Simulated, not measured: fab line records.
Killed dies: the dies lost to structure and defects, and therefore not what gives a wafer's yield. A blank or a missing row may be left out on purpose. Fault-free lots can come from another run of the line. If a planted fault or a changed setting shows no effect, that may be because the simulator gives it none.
Chamber matching -- flow nand_harc -- rie_diel-02 running NHARC_A_BLC_STRIP_21: 4 sister chambers
The step strips in O2. 8 wafers are shown with their chamber, then 11 later ones without.

## WAFERS WITH THEIR CHAMBER
wafer,chamber,drypump_motor_current_A (A),showerhead_plenum_p_Torr (Torr)
L084.2,3,6.6,3.61
L090.3,3,6.7,3.60
L090.6,1,5.2,3.65
L088.6,1,5.2,3.65
L089.1,2,6.2,3.71
L089.2,0,5.0,3.33
L089.5,2,6.2,3.71
L091.1,0,5.0,3.33

## WAFERS MISSING THEIR CHAMBER
wafer,drypump_motor_current_A (A),showerhead_plenum_p_Torr (Torr)
L091.4,6.6,3.60
L091.6,6.6,3.60
L094.1,5.0,3.33
L094.4,6.2,3.71
L094.6,5.0,3.33
L096.2,6.6,3.60
L096.4,5.3,3.65
L096.5,5.2,3.65
L097.2,6.6,3.60
L097.4,6.2,3.71
L097.6,6.6,3.60

## WHICH CHAMBER EACH ONE RAN IN
wafer,from the rows above,in truth
L091.4,3,3
L091.6,3,3
L094.1,0,0
L094.4,2,2
L094.6,0,0
L096.2,3,3
L096.4,1,1
L096.5,1,1
L097.2,3,3
L097.4,2,2
L097.6,3,3
Correctly placed: 11 of 11. From these rows, 0 cannot be placed. Placed wrongly: 0.
How it was worked out, from the rows above alone: a wafer's distance from a chamber is the root of the sum, over the readings, of the square of ((its reading less the chamber's mean) divided by the reading's scatter). If the next closest chamber is less than 2 further off than the closest, the wafer can't be placed; otherwise it belongs to the closest. For every chamber, the mean is computed from those of its wafers that are shown. The scatter is the square root of a quotient: the sum, over the shown wafers, of each reading's squared deviation from its chamber's mean, divided by wafers minus chambers.
